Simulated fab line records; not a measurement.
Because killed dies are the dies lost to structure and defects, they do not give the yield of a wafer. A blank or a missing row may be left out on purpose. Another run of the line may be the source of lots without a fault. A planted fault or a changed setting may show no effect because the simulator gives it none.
Chamber matching | flow n5-finfet | N5_GATE_CUT_CMP_61 on cmp-04 has 4 sister chambers
The step polishes, stops on SiNx, t overpolish 3 s. 20 wafers are shown with their chamber, then 10 later ones without.

## WAFERS, EACH WITH ITS CHAMBER
wafer  | chamber | motor-current-A (A) | head-pressure-psi (psi)
L075.2 | 3       | 13.6                | 3.980
L075.3 | 2       | 12.4                | 4.004
L075.4 | 1       | 12.0                | 3.988
L076.2 | 3       | 13.8                | 3.997
L076.4 | 2       | 12.3                | 3.981
L076.6 | 1       | 11.7                | 3.985
L080.2 | 2       | 12.4                | 3.994
L080.4 | 1       | 12.3                | 4.000
L080.5 | 2       | 12.1                | 4.002
L082.3 | 3       | 14.1                | 4.003
L082.4 | 0       | 11.4                | 4.005
L082.6 | 2       | 11.7                | 3.993
L083.2 | 0       | 11.5                | 4.007
L083.3 | 3       | 13.3                | 4.006
L083.6 | 0       | 11.4                | 3.997
L085.2 | 1       | 10.9                | 4.001
L085.3 | 2       | 11.9                | 3.987
L085.4 | 3       | 13.2                | 4.007
L088.2 | 0       | 11.2                | 4.001
L088.5 | 2       | 12.6                | 3.996

SIGNATURES (averages over the wafers above)
reading           | chamber 0 | chamber 1 | chamber 2 | chamber 3 | scatter within a chamber
motor-current-A   | 11.375    | 11.725    | 12.200    | 13.600    | 0.377
head-pressure-psi | 4.00250   | 3.99350   | 3.99386   | 3.99860   | 0.00844
Rule: a wafer's distance from a chamber is the root of the sum, over the readings, of the square of ((its reading less the chamber's mean) divided by the reading's scatter). The wafer belongs to the nearest chamber; if the next one is less than 2 further off, it can't be placed. The scatter: the root of (the sum of the squares of (reading less its chamber's mean) over the shown wafers, divided by (wafers less chambers)).

## WAFERS WITHOUT THEIR CHAMBER
wafer  | motor-current-A (A) | head-pressure-psi (psi)
L088.6 | 13.0                | 3.989
L092.2 | 11.3                | 4.004
L092.3 | 11.4                | 4.005
L092.5 | 11.5                | 3.997
L094.2 | 11.6                | 4.000
L094.3 | 12.7                | 4.006
L094.4 | 11.9                | 3.999
L095.1 | 12.7                | 4.016
L095.2 | 11.0                | 3.987
L095.6 | 12.7                | 3.980

## CHAMBER TAKEN BY EACH
wafer  | from the rows above               | in truth
L088.6 | can't be placed: 3 or 2 or 1      | 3
L092.2 | can't be placed: 0 or 1           | 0
L092.3 | can't be placed: 0 or 1           | 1
L092.5 | can't be placed: 1 or 0 or 2      | 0
L094.2 | can't be placed: 0 or 1 or 2      | 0
L094.3 | can't be placed: 2 or 3 or 1 or 0 | 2
L094.4 | can't be placed: 1 or 2 or 0      | 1
L095.1 | can't be placed: 2 or 3 or 1 or 0 | 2
L095.2 | can't be placed: 1 or 0 or 2      | 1
L095.6 | can't be placed: 2 or 1 or 3      | 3
Placed correctly: 0 of 10. These rows do not allow placing 10 (true chamber among the candidates in 10). Placed wrongly: 0.
